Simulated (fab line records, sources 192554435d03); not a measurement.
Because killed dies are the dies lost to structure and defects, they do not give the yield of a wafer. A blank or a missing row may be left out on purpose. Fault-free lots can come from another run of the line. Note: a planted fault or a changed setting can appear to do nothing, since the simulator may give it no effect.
Struck lot and sound lot, side by side    flow n5Finfet    24 steps out of a route of 1938
Sound: wafers L396.2, L396.3, L396.5. Struck: wafers L397.3, L397.4, L397.6. The cause is named last.
For every step that has rows: the tool of each side, followed by ch and its chambers, followed by its first start. Under that, the readings that differ: sound wafers    struck wafers    difference of the means    sigmas: that difference in standard deviations of wafers without a fault.
alike: words and numbers the same on both sides, and readings whose means are apart by under 2 such deviations; not compared: readings that were withheld, readings missing a value for some wafer, numbers with overlapping values and no deviation given by the record, and bounds like >300 which may hide the same value.
The two part at a step that has a row with sigmas, a row that says differs or no value, or rows on one side only. Non-overlapping numbers with no deviation appear without sigmas and do not part them. A reading missing from all wafers of one side parts the sides only when that side holds two or more wafers.

first, 9 steps without rows for these wafers: N5_MOL_CONTACT_COAG_SOFTBAKE_79 (time 60 s); N5_MOL_CONTACT_COAG_EXPOSE_81 (exposes mask VG, defocus 0 nm); N5_MOL_CONTACT_COAG_PEB_82 (peb time 60 s); N5_MOL_CONTACT_COAG_DEVELOP_83 (develop time 30 s); N5_MOL_CONTACT_COAG_DESCUM_88 (chemistry O2, time 7 s); N5_MOL_CONTACT_COAG_ETCH_89 (etches underlayer in N2/H2, target depth 13 nm, time 10.4 s); N5_MOL_CONTACT_COAG_ETCH_90 (etches SiARC in CF4, target depth 13 nm, time 21.7 s); N5_MOL_CONTACT_COAG_ALD_131 (deposits SiO2, target thk 5 nm, pulse time 1 s, co reactant pulse time 1 s); N5_MOL_CONTACT_COAG_ETCHBACK_132 (etches SiO2 in CHF3, target depth 10 nm, time 6.7 s).
N5_MOL_CONTACT_COAG_ETCH_91: etches SOC in N2/H2, target depth 60 nm, overetch 21 nm, time 101.2 s.
  sound on rieDiel-04 ch 0,2,3, day 9 04:13; struck on rieDiel-04 ch 0,1, day 9 14:13
reading                                             sound        struck   difference  sigmas
model.SiARC_of_MOL_CONTACT_COAG_COAT_76.thkNm (nm)  5.8 5.6 5.8  3.6 4 4  -1.9        
  alike: drypumpMotorCurrentA, oesProductAu, rfVppV, showerheadPlenumPTorr, throttleValvePct
  not compared: rfHoursCounterH
then, 10 steps without rows for these wafers: N5_MOL_CONTACT_COAG_STRIP_92 (strips in N2/H2); N5_MOL_CONTACT_COAG_STRIP_93 (strips in N2/H2); N5_MOL_CONTACT_COAG_ETCHBACK_135 (etches SiO2 in CHF3, target depth 25 nm, time 16.7 s); N5_MOL_CONTACT_COAG_STRIP_118 (strips in CHF3); N5_MOL_CONTACT_COAG_VIA_ETCH_46 (etches SiO2 in C4F6/O2, target depth 46 nm, overetch 9.2 nm, time 40 s); N5_MOL_CONTACT_COAG_STRIP_96 (strips in N2/H2); N5_MOL_CONTACT_COAG_ETCH_47 (etches SiNx in CH3F/O2, stops on W, target depth 27 nm); N5_MOL_CONTACT_COAG_STRIP_119 (strips in N2/H2, time 30 s); N5_MOL_CONTACT_COAG_PRECLEAN_144 (cleans in alkaline clean, time 60 s); N5_MOL_CONTACT_COAG_SRD_145 (time 30 s).
N5_MOL_CONTACT_COAG_CD_MEAS_137 targets a cd of 16 nm.
  sound on cdSem-03, day 9 05:01; struck on cdSem-02, day 9 14:40
reading    sound           struck          difference  sigmas
cdNm (nm)  15.5 16.0 16.1  17.1 16.9 16.8  +1.1        +4
then, 1 step without rows for these wafers: N5_MOL_CONTACT_COAG_COAT_62 (time 60 s, resist thk 60 nm).
-- a jump in the record: the struck wafers' starts before and after are 3 days apart (it breaks off in module MOL_CONTACT_COAG and resumes in module BEOL_M4, where the first step shown is number 1111 of the route) --
N5_BEOL_M4_RC_MEAS_101:
  sound on prober-02 ch 0, day 12 01:05; struck on prober-02 ch 0, day 12 06:06
  alike: DIBL_N, DIBL_P, IOFF_N, IOFF_P, ION_N, ION_P, SS_N, SS_P, VT_N, VT_P
N5_PASSIVATION_PROBE_49:
  the record holds rows for the sound wafers here (prober-02, day 16 08:21) but none for the struck ones

## WHERE THEY PART
At N5_MOL_CONTACT_COAG_CD_MEAS_137 first; at N5_PASSIVATION_PROBE_49 last (within this record only).

WHY: whatever the simulator had introduced
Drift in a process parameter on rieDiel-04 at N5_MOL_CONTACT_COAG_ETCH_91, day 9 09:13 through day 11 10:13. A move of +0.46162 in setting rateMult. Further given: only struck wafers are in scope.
